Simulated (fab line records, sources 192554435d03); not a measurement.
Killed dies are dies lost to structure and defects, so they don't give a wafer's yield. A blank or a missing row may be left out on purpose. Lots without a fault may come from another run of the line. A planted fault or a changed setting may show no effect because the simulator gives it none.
Chamber matching | flow n5_finfet | N5_BEOL_M5_ETCH_68 on rie_diel-01: 4 sister chambers
The step etches SOC in N2/H2, target depth 80 nm, overetch 16 nm, time 120 s. 8 wafers are shown with their chamber, then 8 later ones without.

WAFERS WITH THEIR CHAMBER
wafer  | chamber | showerhead_plenum_p_Torr (Torr) | throttle_valve_pct (%)
L079.5 | 3       | 2.46                            | 17.60
L081.5 | 0       | 2.65                            | 18.11
L084.5 | 0       | 2.64                            | 18.14
L084.6 | 1       | 2.43                            | 17.58
L088.1 | 3       | 2.46                            | 17.63
L088.4 | 2       | 2.47                            | 17.66
L088.5 | 1       | 2.43                            | 17.58
L090.3 | 2       | 2.47                            | 17.67

WAFERS WITHOUT THEIR CHAMBER
wafer  | showerhead_plenum_p_Torr (Torr) | throttle_valve_pct (%)
L090.4 | 2.46                            | 17.67
L090.6 | 2.46                            | 17.67
L092.1 | 2.43                            | 17.60
L092.2 | 2.46                            | 17.69
L092.3 | 2.64                            | 18.14
L093.3 | 2.43                            | 17.60
L093.4 | 2.42                            | 17.62
L093.6 | 2.63                            | 18.14

WHICH CHAMBER EACH WENT THROUGH
wafer  | from the rows above     | in truth
L090.4 | can't be placed: 2 or 3 | 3
L090.6 | can't be placed: 2 or 3 | 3
L092.1 | 1                       | 1
L092.2 | can't be placed: 2 or 3 | 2
L092.3 | 0                       | 0
L093.3 | 1                       | 1
L093.4 | 1                       | 1
L093.6 | 0                       | 0
Placed correctly: 5 of 8. Can't be placed from these rows: 3 (the true chamber is among the candidates in 3). Placed wrongly: 0.
How it was worked out, from the rows above alone: a wafer's distance from a chamber is the root of the sum, over the readings, of the square of ((its reading less the chamber's mean) divided by the reading's scatter). The wafer belongs to the nearest chamber; if the next one is less than 2 further off, it can't be placed. A chamber's mean is the mean of its shown wafers. The scatter: the root of (the sum of the squares of (reading less its chamber's mean) over the shown wafers, divided by (wafers less chambers)).
